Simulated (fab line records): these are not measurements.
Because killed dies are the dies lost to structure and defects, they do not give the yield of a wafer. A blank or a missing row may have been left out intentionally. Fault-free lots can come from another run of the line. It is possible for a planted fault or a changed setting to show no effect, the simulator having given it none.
Chamber matching ; flow n5-finfet ; N5_BEOL_M3_PRE_CLEAN_60 on cvd-co-02 has 3 sister chambers
The step time 15 s. 6 wafers are shown with their chamber, then 12 later ones without.

== WAFERS, EACH WITH ITS CHAMBER ==
wafer;chamber;heater-power-w (W)
L085.4;0;53
L086.1;2;72
L086.5;1;80
L089.1;1;81
L089.2;0;52
L089.3;2;72

== WAFERS WHOSE CHAMBER IS MISSING ==
wafer;heater-power-w (W)
L089.4;53
L089.5;82
L089.6;74
L095.1;83
L095.3;53
L095.4;52
L094.1;53
L094.4;53
L094.6;82
L097.1;84
L097.2;54
L097.6;82

== EACH ONE'S CHAMBER ==
wafer;from the rows above;in truth
L089.4;0;0
L089.5;1;1
L089.6;2;2
L095.1;1;1
L095.3;0;0
L095.4;0;0
L094.1;0;0
L094.4;0;0
L094.6;1;1
L097.1;1;1
L097.2;0;0
L097.6;1;1
Correct placement for 12 of the 12. Number that these rows cannot place: 0. Placed wrongly: 0.
How it was worked out, from the rows above alone: a wafer's distance from a chamber is the root of the sum, over the readings, of the square of ((its reading less the chamber's mean) divided by the reading's scatter). If the next closest chamber is less than 2 further off than the closest, the wafer can't be placed; otherwise it belongs to the closest. A chamber's mean is the mean of its shown wafers. How the scatter is found: for the shown wafers, subtract from each reading the mean of its chamber, square and add these, divide the total by (wafers less chambers), then take the root.
